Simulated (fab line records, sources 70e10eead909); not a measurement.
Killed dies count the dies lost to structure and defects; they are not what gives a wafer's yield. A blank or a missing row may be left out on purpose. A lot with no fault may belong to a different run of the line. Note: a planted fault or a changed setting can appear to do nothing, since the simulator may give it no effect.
Chamber matching ; flow nand-harc ; ald-metal-03 running NHARC_A_WL_FILL_ALD_19: 4 sister chambers
The step deposits TiN, target thk 2 nm, pulse time 3 s, ald cycles 100. 4 wafers are shown with their chamber, then 9 later ones without.

## EACH WAFER AND ITS CHAMBER
wafer;chamber;heater-power-w (W)
L085.2;3;986
L085.5;2;909
L091.5;0;954
L091.6;1;1245

## WAFERS WHOSE CHAMBER IS MISSING
wafer;heater-power-w (W)
L092.1;1273
L092.4;991
L092.5;884
L095.3;1004
L095.4;871
L095.5;1251
L097.2;1007
L097.4;874
L097.6;980

## CHAMBER TAKEN BY EACH
wafer;from the rows above;in truth
L092.1;1;1
L092.4;can't be placed: 3 or 0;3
L092.5;can't be placed: 2 or 0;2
L095.3;can't be placed: 3 or 0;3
L095.4;can't be placed: 2 or 0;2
L095.5;1;1
L097.2;can't be placed: 3 or 0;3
L097.4;can't be placed: 2 or 0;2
L097.6;can't be placed: 3 or 0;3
Correctly placed: 2 of 9. Not placeable from these rows: 7 (in 7, the candidates include the true chamber). 0 placed wrongly.
How it was worked out, from the rows above alone: a wafer's distance from a chamber is the root of the sum, over the readings, of the square of ((its reading less the chamber's mean) divided by the reading's scatter). The wafer belongs to the nearest chamber; if the next one is less than 2 further off, it can't be placed. For every chamber, the mean is computed from those of its wafers that are shown. The scatter: root of mean squared gap, hidden wafer to nearest shown wafer, with one shown wafer a chamber.
